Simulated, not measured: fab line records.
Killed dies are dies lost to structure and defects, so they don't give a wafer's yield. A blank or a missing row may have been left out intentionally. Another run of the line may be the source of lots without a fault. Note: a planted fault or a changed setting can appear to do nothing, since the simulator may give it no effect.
fab line records -- flow nand-harc
record: lots: 13, wafers: 39, last-day: 24
route steps=1159 shown P_M1@307 THIN_TSV@1107 END@1159
lots with no fault: from the same line, run without faults
start-h: hours from the record's opening day to when the first of the lot's shown wafers began -- wait-h: time in hours since the lot's previous step -- " same as the row above -- L1.1+2: a row that stands for several wafers -- - no value present, or no start provided -- * or withheld: withheld -- < > ~ a bound
route shown NAME@n: NAME is a module with steps in the file, n the number in the route of the first one -- usual: mean/standard deviation taken from wafers without a fault -- same: alike in all rows -- chamber/n: place in a boat -- sites: per-site readings -- _std_site: standard deviation across them -- _edge_site: mean of outer sites minus mean of inner sites -- radius-mm: how far each site lies from the wafer's centre -- mask NAME#n: copy n -- behind: tool/chamber where the wafer was last shaped -- hold: the reason the lot was held/the length of the hold in hours/how it ended -- device: which transistor (n, p or np) failed to switch -- end of line: the route-end tests of the same wafers -- a step with no rows: only its recipe -- killed: count of dies lost to structure and defects at first sort (not the wafer's yield) -- map: shows each die of a wafer: x if killed, . if not, _ if none is there
set.NAME: the setting that was run; set.NAME@STEP: the one run at that earlier step -- model.NAME: the simulator's own value behind a step, which no gauge read
a sample of lots followed through the steps of the route, with each step as a table and each wafer as a row
services: from which hour (start-h, from the record's first day; less than 0 if before it) a tool's chamber was out of use, for how many hours, and why
== steps ==
step: NHARC_P_M1_PVD_20
recipe: target-thk-a: 50, bias-v: 168.6, power-w: 15000, chamber-pressure-pa: 0.12, time-s: 8.06, substrate-temp-c: 50, material: TaN
usual: throttle-valve-pct: 30.8/1.2
lot.wafer,tool,chamber,start-h,wait-h,throttle-valve-pct
L826.3,pvd-sputter-01,-,135.95,-,31.5
L826.5,pvd-sputter-01,-,135.95,-,31.7
L826.6,pvd-sputter-01,-,135.95,-,29.5
L827.4,pvd-sputter-02,-,136.37,-,30.8
L827.2,pvd-sputter-02,-,136.37,-,31.9
L827.5,pvd-sputter-02,-,136.37,-,30.7
L828.4,pvd-sputter-02,-,146.94,-,32.4
L828.2,pvd-sputter-02,-,146.94,-,31.0
L828.6,pvd-sputter-02,-,146.94,-,32.6
L829.4,pvd-sputter-01,-,147.46,-,31.8
L829.1,pvd-sputter-01,-,147.46,-,31.8
L829.6,pvd-sputter-01,-,147.46,-,29.4
L830.1,pvd-sputter-02,-,152.90,-,32.6
L830.4,pvd-sputter-02,-,152.90,-,31.7
L830.6,pvd-sputter-02,-,152.90,-,32.5
L835.1,pvd-sputter-02,-,187.35,-,31.0
L835.5,pvd-sputter-02,-,187.35,-,30.9
L835.6,pvd-sputter-02,-,187.35,-,31.5
L838.3,pvd-sputter-02,-,197.11,-,32.6
L838.4,pvd-sputter-02,-,197.11,-,31.4
L838.5,pvd-sputter-02,-,197.11,-,30.5
L840.3,pvd-sputter-01,-,214.05,-,29.0
L840.4,pvd-sputter-01,-,214.05,-,32.1
L840.6,pvd-sputter-01,-,214.05,-,31.8
L843.1,pvd-sputter-01,-,224.20,-,32.3
L843.4,pvd-sputter-01,-,224.20,-,28.9
L843.5,pvd-sputter-01,-,224.20,-,32.3
L845.2,pvd-sputter-01,-,234.55,-,28.9
L845.3,pvd-sputter-01,-,234.55,-,32.2
L845.1,pvd-sputter-01,-,234.55,-,29.2
L846.2,pvd-sputter-01,-,243.20,-,29.5
L846.6,pvd-sputter-01,-,243.20,-,29.0
L846.5,pvd-sputter-01,-,243.20,-,32.0
L847.1,pvd-sputter-01,-,252.77,-,29.4
L847.3,pvd-sputter-01,-,252.77,-,29.1
L847.5,pvd-sputter-01,-,252.77,-,32.2
L848.1,pvd-sputter-02,-,266.74,-,31.1
L848.6,pvd-sputter-02,-,266.74,-,30.1
L848.5,pvd-sputter-02,-,266.74,-,30.5
step: NHARC_THIN_TSV_DEP_43
recipe: target-thk-a: 13285, temp-c: withheld, pressure-torr: 6.5, rf-w: 900, teos-flow-sccm: 161.4, flow-sccm: 2650, target-thk-nm: 1328.5, gas: O2, material: SiO2
usual: throttle-valve-pct: 16.0/0.57
lot.wafer,tool,chamber,start-h,wait-h,since-wet-clean-h,throttle-valve-pct
L829.1,pecvd-03,2,430.04,-,125,15.5
L829.4,pecvd-03,0,430.04,-,-,16.6
L829.6,pecvd-03,1,430.04,-,-,16.9
L826.3,pecvd-02,2,435.39,-,88,15.8
L826.5,pecvd-02,1,435.39,-,-,16.3
L826.6,pecvd-02,2,435.39,-,-,15.9
L827.2,pecvd-03,2,439.31,-,134,15.3
L827.4,pecvd-03,0,439.31,-,-,16.7
L827.5,pecvd-03,1,439.31,-,-,16.6
L830.1,pecvd-03,1,441.35,-,136,16.7
L830.6,pecvd-03,2,441.35,-,-,15.2
L830.4,pecvd-03,0,441.35,-,-,16.8
L828.2,pecvd-02,1,442.61,-,95,16.6
L828.4,pecvd-02,1,442.61,-,-,16.5
L828.6,pecvd-02,2,442.61,-,-,15.7
L835.1,pecvd-02,1,501.67,-,154,16.5
L835.6,pecvd-02,0,501.67,-,-,16.0
L835.5,pecvd-02,1,501.67,-,-,16.4
L838.3,pecvd-04,2,502.82,-,114,15.8
L838.4,pecvd-04,1,502.82,-,-,15.1
L838.5,pecvd-04,2,502.82,-,-,15.5
L840.3,pecvd-04,1,522.78,-,134,15.0
L840.4,pecvd-04,2,522.78,-,-,15.6
L840.6,pecvd-04,0,522.78,-,-,15.8
L846.2,pecvd-02,0,537.16,-,9,16.0
L846.6,pecvd-02,0,537.16,-,-,15.5
L846.5,pecvd-02,1,537.16,-,-,15.4
L843.1,pecvd-03,0,538.47,-,52,16.3
L843.4,pecvd-03,1,538.47,-,-,16.7
L843.5,pecvd-03,0,538.47,-,-,16.3
L845.3,pecvd-02,2,541.47,-,13,16.7
L845.2,pecvd-02,0,541.47,-,13,15.9
L845.1,pecvd-02,1,541.47,-,13,15.3
L847.1,pecvd-02,0,553.13,-,25,16.0
L847.3,pecvd-02,1,553.13,-,25,15.6
L847.5,pecvd-02,2,553.13,-,-,16.5
L848.1,pecvd-03,2,563.49,-,77,15.0
L848.6,pecvd-03,0,563.49,-,-,16.3
L848.5,pecvd-03,1,563.49,-,-,16.8
step: NHARC_THIN_TSV_STRIP_45
recipe: power-w: 1500, temp-c: 250, chemistry: O2
usual: drypump-motor-current-A: 5.72/0.28, heater-power-w: 330/42
lot.wafer,tool,chamber,start-h,wait-h,drypump-motor-current-A,heater-power-w,rf-hours-counter-h
L829.1,plasma-asher-01,1,431.80,0.1,5.40,316,57
L829.4,plasma-asher-01,1,431.80,0.1,5.42,322,-
L829.6,plasma-asher-01,0,431.80,0.1,5.73,302,-
L826.3,plasma-asher-02,1,437.26,0.2,6.23,314,-
L826.6,plasma-asher-02,1,437.26,0.2,6.24,318,-
L826.5,plasma-asher-02,0,437.26,0.2,5.65,406,-
L827.2,plasma-asher-01,0,441.15,0.1,5.73,307,60
L827.4,plasma-asher-01,1,441.15,0.1,5.42,308,-
L827.5,plasma-asher-01,1,441.15,0.1,5.43,305,-
L830.1,plasma-asher-01,0,443.29,0.1,5.71,304,61
L830.4,plasma-asher-01,0,443.29,0.1,5.74,310,-
L830.6,plasma-asher-01,1,443.29,0.1,5.42,321,-
L828.2,plasma-asher-02,1,444.39,0.1,6.21,320,26
L828.4,plasma-asher-02,0,444.39,0.1,5.64,412,-
L828.6,plasma-asher-02,1,444.39,0.1,6.23,318,-
L835.1,plasma-asher-02,0,503.51,0.1,5.62,409,48
L835.6,plasma-asher-02,1,503.51,0.1,6.21,319,-
L835.5,plasma-asher-02,0,503.51,0.1,5.63,416,-
L838.3,plasma-asher-01,0,504.61,0.2,5.72,306,-
L838.4,plasma-asher-01,1,504.61,0.2,5.42,302,-
L838.5,plasma-asher-01,1,504.61,0.2,5.44,300,-
L840.4,plasma-asher-02,0,524.66,0.2,5.61,424,-
L840.3,plasma-asher-02,1,524.66,0.2,6.23,329,-
L840.6,plasma-asher-02,1,524.66,0.2,6.23,323,-
L846.2,plasma-asher-01,0,538.90,0.1,5.69,296,22
L846.6,plasma-asher-01,0,538.90,0.1,5.68,307,-
L846.5,plasma-asher-01,1,538.90,0.1,5.41,300,-
L843.1,plasma-asher-01,1,540.45,0.2,5.45,310,24
L843.4,plasma-asher-01,1,540.45,0.2,5.42,306,-
L843.5,plasma-asher-01,0,540.45,0.2,5.72,300,-
L845.1,plasma-asher-01,0,543.35,0.1,5.66,297,26
L845.2,plasma-asher-01,1,543.35,0.1,5.41,302,26
L845.3,plasma-asher-01,0,543.35,0.1,5.66,307,-
L847.1,plasma-asher-02,1,554.97,0.1,6.23,315,4
L847.3,plasma-asher-02,0,554.97,0.1,5.63,405,-
L847.5,plasma-asher-02,1,554.97,0.1,6.23,316,-
L848.1,plasma-asher-02,0,565.22,0.1,5.66,394,8
L848.5,plasma-asher-02,1,565.22,0.1,6.21,302,-
L848.6,plasma-asher-02,0,565.22,0.1,5.65,393,-
step: NHARC_THIN_TSV_DEGAS_49
recipe: temp-c: 300, time-s: 120
usual: heater-power-w: 491/61
lot.wafer,tool,chamber,start-h,wait-h,heater-power-w
L829.1,pvd-sputter-01,-,433.71,0.2,515
L829.4,pvd-sputter-01,-,433.71,0.2,485
L829.6,pvd-sputter-01,-,433.71,0.2,551
L826.3,pvd-sputter-03,-,439.05,0.2,598
L826.5,pvd-sputter-03,-,439.05,0.2,419
L826.6,pvd-sputter-03,-,439.05,0.2,512
L827.2,pvd-sputter-02,-,442.87,0.2,434
L827.4,pvd-sputter-02,-,442.87,0.2,406
L827.5,pvd-sputter-02,-,442.87,0.2,425
L830.1,pvd-sputter-02,-,444.99,0.1,502
L830.4,pvd-sputter-02,-,444.99,0.1,420
L830.6,pvd-sputter-02,-,444.99,0.1,515
L828.4,pvd-sputter-02,-,446.29,0.1,514
L828.2,pvd-sputter-02,-,446.29,0.1,505
L828.6,pvd-sputter-02,-,446.29,0.1,407
L835.1,pvd-sputter-03,-,505.22,0.1,577
L835.5,pvd-sputter-03,-,505.22,0.1,472
L835.6,pvd-sputter-03,-,505.22,0.1,621
L838.3,pvd-sputter-02,-,506.25,0.1,411
L838.4,pvd-sputter-02,-,506.25,0.1,509
L838.5,pvd-sputter-02,-,506.25,0.1,404
L840.3,pvd-sputter-01,-,526.32,0.1,576
L840.4,pvd-sputter-01,-,526.32,0.1,460
L840.6,pvd-sputter-01,-,526.32,0.1,494
L846.2,pvd-sputter-03,-,540.95,0.2,466
L846.6,pvd-sputter-03,-,540.95,0.2,605
L846.5,pvd-sputter-03,-,540.95,0.2,413
L843.4,pvd-sputter-03,-,542.27,0.1,402
L843.1,pvd-sputter-03,-,542.27,0.1,586
L843.5,pvd-sputter-03,-,542.27,0.1,409
L845.1,pvd-sputter-01,-,546.20,0.1,581
L845.2,pvd-sputter-01,-,546.20,0.1,455
L845.3,pvd-sputter-01,-,546.20,0.1,575
L847.3,pvd-sputter-01,-,556.72,0.1,560
L847.1,pvd-sputter-01,-,556.72,0.1,587
L847.5,pvd-sputter-01,-,556.72,0.1,489
L848.1,pvd-sputter-02,-,566.90,0.1,413
L848.6,pvd-sputter-02,-,566.90,0.1,408
L848.5,pvd-sputter-02,-,566.90,0.1,511
step: NHARC_END_SORT_01
recipe: temp-c: 25
usual: defect-limited-yield: 95.2/1.6, killed-at-array: 29/11, killed-at-other: 0.7/1.1, killed-at-periphery: 3.1/2, killed-dies: 33/11, killed-open: 3.5/1.8, killed-short: 2.0/1.4, sort_bin_2_pct: 1.5/0.6, sort_bin_3_pct: 0.24/0.19, sort_bin_4_pct: 3.1/1.1, sort-n-pass: 644/11, sort-rim-yield-pct: 96.5/2.3, sort-yield-pct: 95.2/1.6
same: gross-dies: 677, sort_bin_5_pct[%]: 0, sort_bin_6_pct[%]: 0, sort_bin_7_pct[%]: 0, sort_bin_8_pct[%]: 0, sort-rim-n-gross: 106.00
lot.wafer,tool,chamber,start-h,wait-h,defect-limited-yield[%],killed-at-array,killed-at-other,killed-at-periphery,killed-dies,killed-open,killed-short,sort_bin_2_pct[%],sort_bin_3_pct[%],sort_bin_4_pct[%],sort-n-pass,sort-rim-yield-pct[%],sort-yield-pct[%]
L835.1,prober-01,0,518.18,2.5,85.7,21,0,76,97,4,1,6.8,2.95,4.6,580,96.2,85.7
L835.5,prober-01,0,521.31,3.6,94.7,32,0,4,36,3,2,1.6,0,3.7,641,99.1,94.7
L835.6,prober-01,0,522.09,3.9,94.5,30,0,7,37,8,3,1.8,0.15,3.5,640,93.4,94.5
L838.3,prober-02,0,519.80,3.1,95.6,28,0,2,30,3,3,0.9,0.30,3.2,647,97.2,95.6
L838.4,prober-02,0,520.60,3.4,94.8,34,0,1,35,3,5,2.1,0.44,2.7,642,95.3,94.8
L838.5,prober-02,0,521.41,3.7,83.6,37,1,73,111,2,3,7.4,3.55,5.5,566,97.2,83.6
L840.3,prober-01,0,540.39,3.1,94.5,34,0,3,37,2,3,2.7,0.44,2.4,640,98.1,94.5
L840.4,prober-01,0,541.20,3.4,95.0,32,0,2,34,5,3,1.2,0.44,3.4,643,93.4,95.0
L840.6,prober-01,0,542.81,4.0,96.3,23,0,2,25,4,1,1.0,0,2.7,652,97.2,96.3
L846.2,prober-02,0,554.59,2.8,96.3,21,2,2,25,4,2,1.8,0.15,1.8,652,90.6,96.3
L846.5,prober-02,0,556.96,3.7,96.8,18,0,4,22,4,0,1.2,0,2.1,655,98.1,96.8
L846.6,prober-02,0,557.74,3.9,95.0,29,1,4,34,4,2,1.3,0.44,3.2,643,97.2,95.0
L843.1,prober-02,0,561.53,2.5,96.6,19,2,2,23,5,3,0.9,0.15,2.4,654,96.2,96.6
L843.4,prober-02,0,563.93,3.4,98.8,8,0,0,8,1,1,0.3,0.15,0.7,669,99.1,98.8
L843.5,prober-02,0,564.73,3.7,97.3,15,1,2,18,1,1,0.9,0.15,1.6,659,96.2,97.3
L845.1,prober-01,0,562.23,2.5,93.8,40,2,0,42,0,3,1.9,1.03,3.2,635,97.2,93.8
L845.2,prober-01,0,563.03,2.8,94.1,37,1,2,40,6,2,1.9,0.30,3.7,637,99.1,94.1
L845.3,prober-01,0,563.84,3.1,92.8,47,2,0,49,5,1,2.2,0.44,4.6,628,99.1,92.8
killed by level:class
L835.1 P_M1:unspecified=72 A_SLIT:chamber-film-flake=6 A_CHANNEL_HOLE_D1:chamber-film-flake=6 A_CONTACT:chamber-film-flake=3 A_M0:geometric-particle:open=2 P_ZERO_WELL:chamber-film-flake=2 A_STAIRCASE:chamber-film-flake=2 P_BONDPAD:geometric-particle:open=1
L838.3 A_SLIT:chamber-film-flake=12 A_CHANNEL_HOLE_D1:chamber-film-flake=4 A_STAIRCASE:chamber-film-flake=4 A_SGD_CUT:geometric-particle:short=2 A_CONTACT:chamber-film-flake=2 P_CONTACT:geometric-particle:open=1 A_CHANNEL_HOLE_D1:geometric-particle:open=1 A_CHANNEL_FILL_D1:geometric-particle:short=1
L838.4 A_SLIT:chamber-film-flake=13 A_STAIRCASE:chamber-film-flake=8 A_CHANNEL_HOLE_D1:chamber-film-flake=3 A_WL_FILL:chamber-film-flake=2 P_CONTACT:geometric-particle:open=1 A_ONON_D1:geometric-particle:short=1 A_ONON_D1:geometric-particle:open=1 A_SGD_CUT:geometric-particle:short=1
L835.5 A_SLIT:chamber-film-flake=11 A_STAIRCASE:chamber-film-flake=6 A_CONTACT:chamber-film-flake=6 A_CHANNEL_HOLE_D1:chamber-film-flake=3 A_WL_FILL:geometric-particle:open=2 P_ZERO_WELL:chamber-film-flake=2 P_M0:geometric-particle:open=1 A_SOURCE_PLATE:geometric-particle:short=1
L838.5 P_M1:unspecified=73 A_SLIT:chamber-film-flake=18 A_STAIRCASE:chamber-film-flake=8 A_CHANNEL_HOLE_D1:chamber-film-flake=5 A_CHANNEL_FILL_D1:geometric-particle:short=2 A_CHANNEL_HOLE_D1:geometric-particle:open=1 A_SGD_CUT:geometric-particle:open=1 A_SGD_CUT:geometric-particle:short=1
L835.6 A_SLIT:chamber-film-flake=13 P_ZERO_WELL:chamber-film-flake=3 A_CHANNEL_HOLE_D1:chamber-film-flake=3 A_STAIRCASE:chamber-film-flake=3 A_CONTACT:chamber-film-flake=3 A_CHANNEL_FILL_D1:geometric-particle:open=2 A_CONTACT:geometric-particle:open=2 P_GATE:geometric-particle:open=1
L840.3 A_SLIT:chamber-film-flake=16 A_CONTACT:chamber-film-flake=10 A_STAIRCASE:chamber-film-flake=4 P_M0:geometric-particle:open=2 A_SOURCE_PLATE:geometric-particle:short=1 A_CHANNEL_HOLE_D1:geometric-particle:short=1 A_CHANNEL_FILL_D1:geometric-particle:short=1 P_GATE:chamber-film-flake=1
L840.4 A_SLIT:chamber-film-flake=12 A_STAIRCASE:chamber-film-flake=6 A_CHANNEL_HOLE_D1:chamber-film-flake=5 A_CONTACT:chamber-film-flake=3 A_ONON_D1:geometric-particle:short=2 P_GATE:geometric-particle:open=1 P_M1:geometric-particle:open=1 A_CHANNEL_FILL_D1:geometric-particle:short=1
L840.6 A_SLIT:chamber-film-flake=11 A_CHANNEL_HOLE_D1:chamber-film-flake=5 A_CONTACT:chamber-film-flake=3 P_CONTACT:geometric-particle:open=1 P_M0:geometric-particle:open=1 A_CONTACT:geometric-particle:open=1 A_BLC:geometric-particle:short=1 A_M0:geometric-particle:open=1
L846.2 A_CHANNEL_HOLE_D1:chamber-film-flake=6 A_CONTACT:chamber-film-flake=6 A_STAIRCASE:chamber-film-flake=4 A_CHANNEL_FILL_D1:geometric-particle:short=2 THIN_TSV:chamber-film-flake=2 P_CONTACT:geometric-particle:open=1 A_CHANNEL_FILL_D1:geometric-particle:open=1 A_WL_FILL:geometric-particle:open=1
L846.5 A_STAIRCASE:chamber-film-flake=9 A_CHANNEL_HOLE_D1:chamber-film-flake=4 P_GATE:chamber-film-flake=2 A_CONTACT:chamber-film-flake=2 P_M0:geometric-particle:open=1 A_BLC:geometric-particle:open=1 A_M0:geometric-particle:open=1 A_BONDPAD:geometric-particle:open=1
L846.6 A_CHANNEL_HOLE_D1:chamber-film-flake=9 A_STAIRCASE:chamber-film-flake=7 A_CONTACT:chamber-film-flake=4 A_CHANNEL_FILL_D1:geometric-particle:open=2 A_CHANNEL_FILL_D1:chamber-film-flake=2 THIN_TSV:chamber-film-flake=1 P_M1:geometric-particle:open=1 A_SOURCE_PLATE:geometric-particle:short=1
L843.1 A_CHANNEL_HOLE_D1:chamber-film-flake=6 A_STAIRCASE:chamber-film-flake=5 A_CHANNEL_FILL_D1:geometric-particle:open=3 A_M0:geometric-particle:short=2 THIN_TSV:chamber-film-flake=2 P_GATE:geometric-particle:open=1 A_ONON_D1:geometric-particle:open=1 A_ONON_D1:geometric-particle:short=1
L845.1 A_CHANNEL_HOLE_D1:chamber-film-flake=25 A_CONTACT:chamber-film-flake=7 A_STAIRCASE:chamber-film-flake=5 A_ONON_D1:geometric-particle:short=1 A_SLIT:geometric-particle:short=1 STARTING-WAFER:geometric-particle:short=1 A_SLIT:chamber-film-flake=1 THIN_TSV:chamber-film-flake=1
L845.2 A_CHANNEL_HOLE_D1:chamber-film-flake=25 A_CONTACT:chamber-film-flake=4 A_M1:geometric-particle:open=2 P_GATE:geometric-particle:open=1 A_CHANNEL_FILL_D1:geometric-particle:open=1 A_CHANNEL_FILL_D1:geometric-particle:short=1 A_SGD_CUT:geometric-particle:short=1 A_SGD_CUT:geometric-particle:open=1
L845.3 A_CHANNEL_HOLE_D1:chamber-film-flake=31 A_CONTACT:chamber-film-flake=6 A_STAIRCASE:chamber-film-flake=2 A_SLIT:chamber-film-flake=2 A_ONON_D1:geometric-particle:open=1 A_CHANNEL_FILL_D1:geometric-particle:open=1 A_CHANNEL_FILL_D1:geometric-particle:short=1 A_SGD_CUT:geometric-particle:open=1
L843.4 A_CHANNEL_HOLE_D1:chamber-film-flake=3 A_STAIRCASE:chamber-film-flake=3 A_CHANNEL_FILL_D1:geometric-particle:open=1 A_CONTACT:geometric-particle:short=1
L843.5 A_CHANNEL_HOLE_D1:chamber-film-flake=10 P_GATE:chamber-film-flake=2 A_STAIRCASE:chamber-film-flake=2 A_BLC:geometric-particle:open=1 A_M0:geometric-particle:short=1 A_ZERO_WELL:chamber-film-flake=1 THIN_TSV:chamber-film-flake=1
== services ==
tool,chamber,start-h,hours,kind
pecvd-02,-,153.56,13.0,pm
pvd-sputter-01,-,158.05,10.0,pm
plasma-asher-02,-,183.00,9.0,pm
plasma-asher-02,-,196.08,6.0,repair
pvd-sputter-02,-,214.00,10.0,pm
plasma-asher-01,-,227.17,6.5,repair
pvd-sputter-02,-,229.43,5.2,repair
plasma-asher-01,-,240.88,2.7,repair
pecvd-03,0,245.96,2.9,repair
plasma-asher-01,-,276.60,9.0,pm
plasma-asher-01,-,285.73,1.4,repair
plasma-asher-02,-,288.12,13.1,repair
pecvd-03,-,292.00,13.0,pm
pecvd-02,-,334.56,13.0,pm
pvd-sputter-01,-,336.05,10.0,pm
plasma-asher-02,-,360.31,9.0,pm
pecvd-02,-,380.20,1.2,repair
pvd-sputter-02,-,392.00,10.0,pm
pvd-sputter-02,-,436.22,5.5,repair
pvd-sputter-01,-,437.89,14.8,repair
plasma-asher-01,-,453.60,9.0,pm
pvd-sputter-01,-,514.05,10.0,pm
pecvd-02,-,515.56,13.0,pm
plasma-asher-02,-,537.31,9.0,pm
== key ==
first-sign: step: NHARC_END_SORT_01, reading: killed-at-periphery, direction: up, sigmas: 36, usual: 3.1, struck: 74.5
effect: step: NHARC_END_SORT_01, reading: killed-dies, direction: up, sigmas: 6.7, usual: 33, struck: 104
more-kills-born-at: NHARC_P_M1_PVD_20@pvd-sputter-02: 145
met-at NHARC_P_M1_PVD_20
struck-lots L835,L838
struck-wafers L835.1,L838.5
not-acting-at NHARC_THIN_TSV_DEP_43,NHARC_THIN_TSV_STRIP_45,NHARC_THIN_TSV_DEGAS_49
onset-between 146.94 187.35
fault: kind: chamber-particle-source, tool: pvd-sputter-02, chamber: -, onset-h: 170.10, steps: NHARC_P_M1_PVD_20, rate-per-visit-cm2: 0.5586, end-h: 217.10, scope: struck-wafers-only
